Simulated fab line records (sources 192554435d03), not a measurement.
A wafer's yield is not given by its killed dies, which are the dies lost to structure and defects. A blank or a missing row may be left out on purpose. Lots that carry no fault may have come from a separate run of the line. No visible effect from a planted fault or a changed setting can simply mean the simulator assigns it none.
fab line records -- flow n5Finfet -- part 2 of 2: steps 19 to 27 of 27
[record] lots = 5, wafers = 15, lastDay = 17
route steps=1938 shown BEOL_M2@847
lots with no fault: from the same line, run without faults
startH: start of the lot's first displayed wafer, in hours after the record's first day -- waitH: hours from the lot's prior step to this one -- " the same as in the row above -- L1.1+2: one row covering several wafers at once -- - value missing, or start not given -- * or withheld: withheld -- < > ~ a bound
route shown NAME@n: names a module that has steps shown in the file, with the first one's number in the route -- usual: average and standard deviation across the fault-free wafers -- same: alike in all rows -- chamber/n: place in a boat -- sites: the reading at each site -- _std_site: standard deviation of those values -- _edge_site: outer sites' mean less inner sites' -- radiusMm: how far each site lies from the wafer's centre -- mask NAME#n: copy n -- behind: the most recent tool/chamber to have shaped the wafer -- hold: why the lot was held/for how many hours/how that ended -- device: the n, p or np transistor that did not switch -- end of line: the route-end tests of the same wafers -- a step with no rows: only its recipe -- killed: the dies lost at the first sort to structure and to defects; this is not the yield of the wafer -- map: per-die view of a wafer (x killed, . not killed, _ where there is no die)
set.NAME: the setting that was run; set.NAME@STEP: the one run at that earlier step -- model.NAME: the simulator's own value behind a step, which no gauge read
lots at some steps of the route; a table a step, a row a wafer
services: a tool's chamber out of use, with start hour (startH, from the record's first day; less than 0 if before it), hours out, and reason
[[steps]]
[step N5_BEOL_M2_STRIP_19]
[recipe] chemistry = O2, powerW = 400, tempC = 40, pressureMtorr = 30, rfFrequencyHz = 6e+07, biasPowerW = 0, overashFraction = 0.2, o2FlowSccm = 225
[usual] drypumpMotorCurrentA = 5.7/0.41, oesProductAu = 0.77/0.098, rfVppV = 3.6/0.49, showerheadPlenumPTorr = 2.07/0.081, throttleValvePct = 16.63/0.29
lot.wafer,tool,chamber,startH,waitH,drypumpMotorCurrentA,oesProductAu,rfHoursCounterH,rfVppV,showerheadPlenumPTorr,throttleValvePct
L080.2,rieDiel-06,2,175.67,0.1,5.4,0.69,195,3.4,1.99,16.77
L080.4,rieDiel-06,1,175.67,0.1,6.0,0.70,234,3.5,2.08,17.15
L080.5,rieDiel-06,2,175.67,0.1,5.4,0.70,-,3.6,1.99,16.76
L083.1,rieDiel-04,2,184.97,0.2,5.8,0.73,179,3.3,2.19,16.91
L083.3,rieDiel-04,0,184.97,0.2,5.6,0.68,242,4.2,2.00,16.70
L083.5,rieDiel-04,3,184.97,0.2,5.4,0.89,-,3.9,2.04,16.21
L090.1,rieDiel-04,2,229.25,0.1,5.8,0.71,200,3.6,2.18,16.97
L090.2,rieDiel-04,3,229.25,0.1,5.4,0.85,55,3.7,2.04,16.24
L090.5,rieDiel-04,0,229.25,0.1,5.6,0.98,-,3.8,2.26,16.32
L093.2,rieDiel-04,0,242.65,0.2,5.6,0.94,8,4.2,2.26,16.33
L093.3,rieDiel-04,3,242.65,0.2,5.4,0.83,60,3.4,2.03,16.27
L093.5,rieDiel-04,1,242.65,0.2,5.2,0.68,-,3.4,2.00,16.45
L094.1,rieDiel-04,3,253.47,0.1,5.3,0.83,65,4.1,2.03,16.28
L094.3,rieDiel-04,0,253.47,0.1,5.6,0.93,12,3.2,2.26,16.34
L094.6,rieDiel-04,2,253.47,0.1,5.8,0.69,-,3.5,2.18,16.96
[step N5_BEOL_M2_CD_MEAS_18]
[recipe] pitchNm = 36, targetCdNm = 18
[usual] cdNm = 18.0/0.44
lot.wafer,tool,chamber,startH,waitH,cdNm
L080.2,cdSem-01,-,175.75,0.1,17.8
L080.4,cdSem-01,-,175.75,0.1,17.6
L080.5,cdSem-01,-,175.75,0.1,17.7
L083.1,cdSem-03,-,185.04,0.0,17.7
L083.3,cdSem-03,-,185.04,0.0,18.9
L083.5,cdSem-03,-,185.04,0.0,18.8
L090.1,cdSem-02,-,229.32,0.0,18.1
L090.2,cdSem-02,-,229.32,0.0,17.9
L090.5,cdSem-02,-,229.32,0.0,18.2
L093.2,cdSem-01,-,242.72,0.1,18.0
L093.3,cdSem-01,-,242.72,0.1,18.6
L093.5,cdSem-01,-,242.72,0.1,18.1
L094.1,cdSem-03,-,253.54,0.0,18.1
L094.3,cdSem-03,-,253.54,0.0,17.5
L094.6,cdSem-03,-,253.54,0.0,17.5
[step N5_BEOL_M2_COAT_67]
[recipe] resist = SOC, tempC = 250, timeS = 60, spinRpm = 1500, resistThkNm = 60
[usual] exhaustPa = 44.9/0.88, resistLineTempC = 23.00/0.091
lot.wafer,tool,chamber,startH,waitH,exhaustPa,resistLineTempC
L080.2,lithoTrack-04,0,175.78,0.0,46.4,22.89
L080.4,lithoTrack-04,0,175.78,0.0,44.7,22.83
L080.5,lithoTrack-04,0,175.78,0.0,45.4,23.04
L083.1,lithoTrack-04,0,185.07,0.0,45.4,22.82
L083.3,lithoTrack-04,0,185.07,0.0,46.8,23.04
L083.5,lithoTrack-04,0,185.07,0.0,45.6,22.95
L090.1,lithoTrack-04,0,229.36,0.0,44.8,22.94
L090.2,lithoTrack-04,0,229.36,0.0,44.4,22.97
L090.5,lithoTrack-04,0,229.36,0.0,44.7,22.88
L093.2,lithoTrack-01,0,242.75,0.0,45.1,23.06
L093.3,lithoTrack-01,0,242.75,0.0,45.1,22.95
L093.5,lithoTrack-01,0,242.75,0.0,45.6,22.92
L094.1,lithoTrack-02,0,253.57,0.0,46.6,22.97
L094.3,lithoTrack-02,0,253.57,0.0,45.2,22.92
L094.6,lithoTrack-02,0,253.57,0.0,44.9,23.08
[step N5_BEOL_M2_COAT_68]
[recipe] resist = SiARC, tempC = 220, timeS = 60, spinRpm = 1500, resistThkNm = 12
[usual] exhaustPa = 44.9/1, resistLineTempC = 23.01/0.1
lot.wafer,tool,chamber,startH,waitH,exhaustPa,resistLineTempC
L080.2,lithoTrack-04,0,-,-,44.5,23.00
L080.4,lithoTrack-04,0,-,-,43.9,23.00
L080.5,lithoTrack-04,0,-,-,43.2,23.01
L083.1,lithoTrack-04,0,-,-,45.6,23.02
L083.3,lithoTrack-04,0,-,-,45.2,22.84
L083.5,lithoTrack-04,0,-,-,45.7,22.90
L090.1,lithoTrack-04,0,-,-,44.6,23.24
L090.2,lithoTrack-04,0,-,-,44.6,22.91
L090.5,lithoTrack-04,0,-,-,44.9,23.00
L093.2,lithoTrack-01,0,-,-,45.3,23.01
L093.3,lithoTrack-01,0,-,-,45.5,22.84
L093.5,lithoTrack-01,0,-,-,44.5,22.86
L094.1,lithoTrack-02,0,-,-,45.4,23.01
L094.3,lithoTrack-02,0,-,-,46.2,22.88
L094.6,lithoTrack-02,0,-,-,45.8,23.08
[step N5_BEOL_M2_COAT_76]
[recipe] resist = underlayer, tempC = 205, timeS = 60, spinRpm = 1500, resistThkNm = 5
[usual] exhaustPa = 45.1/0.83, resistLineTempC = 22.99/0.099
lot.wafer,tool,chamber,startH,waitH,exhaustPa,resistLineTempC
L080.2,lithoTrack-04,0,-,-,43.8,22.87
L080.4,lithoTrack-04,0,-,-,45.0,23.03
L080.5,lithoTrack-04,0,-,-,44.5,23.00
L083.1,lithoTrack-04,0,-,-,45.7,22.98
L083.3,lithoTrack-04,0,-,-,46.4,23.08
L083.5,lithoTrack-04,0,-,-,45.5,23.14
L090.1,lithoTrack-04,0,-,-,45.2,22.80
L090.2,lithoTrack-04,0,-,-,45.2,22.97
L090.5,lithoTrack-04,0,-,-,45.4,22.95
L093.2,lithoTrack-01,0,-,-,45.0,23.20
L093.3,lithoTrack-01,0,-,-,44.5,23.02
L093.5,lithoTrack-01,0,-,-,44.9,22.93
L094.1,lithoTrack-02,0,-,-,45.6,23.04
L094.3,lithoTrack-02,0,-,-,45.4,23.00
L094.6,lithoTrack-02,0,-,-,45.0,23.00
[step N5_BEOL_M2_COAT_22]
[recipe] resist = CAR-EUV, spinRpm = 1500, resistThkNm = 30
[usual] exhaustPa = 45.0/0.93, resistLineTempC = 23.02/0.1
lot.wafer,tool,chamber,startH,waitH,exhaustPa,resistLineTempC
L080.2,lithoTrack-04,0,-,-,44.7,23.03
L080.4,lithoTrack-04,0,-,-,45.6,22.94
L080.5,lithoTrack-04,0,-,-,46.8,23.01
L083.1,lithoTrack-04,0,-,-,45.4,23.19
L083.3,lithoTrack-04,0,-,-,45.2,22.94
L083.5,lithoTrack-04,0,-,-,45.3,22.98
L090.1,lithoTrack-04,0,-,-,44.6,23.08
L090.2,lithoTrack-04,0,-,-,43.6,23.08
L090.5,lithoTrack-04,0,-,-,44.6,22.95
L093.2,lithoTrack-01,0,-,-,43.4,22.97
L093.3,lithoTrack-01,0,-,-,44.4,22.84
L093.5,lithoTrack-01,0,-,-,44.7,23.08
L094.1,lithoTrack-02,0,-,-,46.0,22.97
L094.3,lithoTrack-02,0,-,-,44.1,23.00
L094.6,lithoTrack-02,0,-,-,46.0,22.92
[step N5_BEOL_M2_EBR_24]
[recipe] solvent = PGMEA, ebrWidthMm = 1.5
[usual] exhaustPa = 44.9/0.94, resistLineTempC = 22.98/0.1
lot.wafer,tool,chamber,startH,waitH,exhaustPa,resistLineTempC
L080.2,lithoTrack-04,0,-,-,44.7,22.89
L080.4,lithoTrack-04,0,-,-,46.0,22.74
L080.5,lithoTrack-04,0,-,-,45.7,22.88
L083.1,lithoTrack-04,0,-,-,43.5,23.04
L083.3,lithoTrack-04,0,-,-,43.8,23.14
L083.5,lithoTrack-04,0,-,-,42.0,22.96
L090.1,lithoTrack-04,0,-,-,44.2,22.93
L090.2,lithoTrack-04,0,-,-,46.0,22.88
L090.5,lithoTrack-04,0,-,-,45.5,22.87
L093.2,lithoTrack-01,0,-,-,44.7,23.02
L093.3,lithoTrack-01,0,-,-,44.7,22.97
L093.5,lithoTrack-01,0,-,-,45.2,23.12
L094.1,lithoTrack-02,0,-,-,45.4,22.97
L094.3,lithoTrack-02,0,-,-,45.6,23.16
L094.6,lithoTrack-02,0,-,-,43.9,23.03
[step N5_BEOL_M2_SOFTBAKE_23]
[recipe] tempC = 110, timeS = 60, resist = CAR-EUV
[usual] exhaustPa = 45.1/0.91, resistLineTempC = 23.02/0.1
lot.wafer,tool,chamber,startH,waitH,exhaustPa,resistLineTempC
L080.2,lithoTrack-04,0,-,-,45.9,23.10
L080.4,lithoTrack-04,0,-,-,45.6,23.00
L080.5,lithoTrack-04,0,-,-,46.2,23.04
L083.1,lithoTrack-04,0,-,-,46.7,23.13
L083.3,lithoTrack-04,0,-,-,46.0,23.16
L083.5,lithoTrack-04,0,-,-,46.0,23.01
L090.1,lithoTrack-04,0,-,-,45.4,23.10
L090.2,lithoTrack-04,0,-,-,45.1,23.00
L090.5,lithoTrack-04,0,-,-,43.6,23.07
L093.2,lithoTrack-01,0,-,-,45.7,23.05
L093.3,lithoTrack-01,0,-,-,45.3,23.19
L093.5,lithoTrack-01,0,-,-,45.9,23.14
L094.1,lithoTrack-02,0,-,-,44.6,22.95
L094.3,lithoTrack-02,0,-,-,45.3,23.10
L094.6,lithoTrack-02,0,-,-,43.9,22.95
[step N5_BEOL_M2_EXPOSE_25]
[recipe] maskId = V1, na = 0.33, sourceShape = quasar, sigmaInner = 0.2, sigmaOuter = 0.8, polarization = unpolarized, defocusNm = 5, doseMj = 63
[usual] stageMsdNm = 0.871/0.014
lot.wafer,tool,chamber,startH,waitH,mask,stageMsdNm
L080.2,euvScanner-02,0,176.05,-,V1#0,0.853
L080.4,euvScanner-02,0,176.05,-,V1#0,0.854
L080.5,euvScanner-02,0,176.05,-,V1#0,0.851
L083.1,euvScanner-02,0,185.34,-,V1#0,0.855
L083.3,euvScanner-02,0,185.34,-,V1#0,0.854
L083.5,euvScanner-02,0,185.34,-,V1#0,0.855
L090.1,euvScanner-01,0,229.49,-,V1#0,0.874
L090.2,euvScanner-01,0,229.49,-,V1#0,0.874
L090.5,euvScanner-01,0,229.49,-,V1#0,0.872
L093.2,euvScanner-01,0,243.02,-,V1#0,0.872
L093.3,euvScanner-01,0,243.02,-,V1#0,0.871
L093.5,euvScanner-01,0,243.02,-,V1#0,0.875
L094.1,euvScanner-01,0,253.84,-,V1#0,0.874
L094.3,euvScanner-01,0,253.84,-,V1#0,0.875
L094.6,euvScanner-01,0,253.84,-,V1#0,0.878
[[services]]
tool,chamber,startH,hours,kind
euvScanner-01,-,175.46,4.6,pm
rieDiel-05,1,183.09,9.7,repair
euvScanner-02,-,183.49,1.0,pm
euvScanner-02,-,193.67,0.5,repair
rieDiel-05,0,199.06,-,clean
rieDiel-05,0,199.06,-,consumableReplace:focusRing
rieDiel-05,0,199.06,-,consumableReplace:showerhead
rieDiel-05,0,199.06,18.2,scheduledDown
rieDiel-05,0,199.06,18.2,ventCycle
euvScanner-02,-,204.32,4.6,pm
rieDiel-04,0,205.22,-,clean
rieDiel-04,0,205.22,-,consumableReplace:focusRing
rieDiel-04,0,205.22,-,consumableReplace:showerhead
rieDiel-04,0,205.22,14.1,scheduledDown
rieDiel-04,0,205.22,14.1,ventCycle
euvScanner-01,-,208.91,1.0,pm
rieMetal-02,1,209.25,8.3,repair
rieDiel-05,3,209.61,4.5,repair
rieDiel-05,0,223.81,5.5,repair
rieMetal-02,-,233.44,1.1,repair
euvScanner-01,-,236.38,5.8,pm
rieMetal-03,0,240.05,54.4,repair
euvScanner-02,-,242.16,1.0,pm
euvScanner-02,-,251.95,6.2,pm
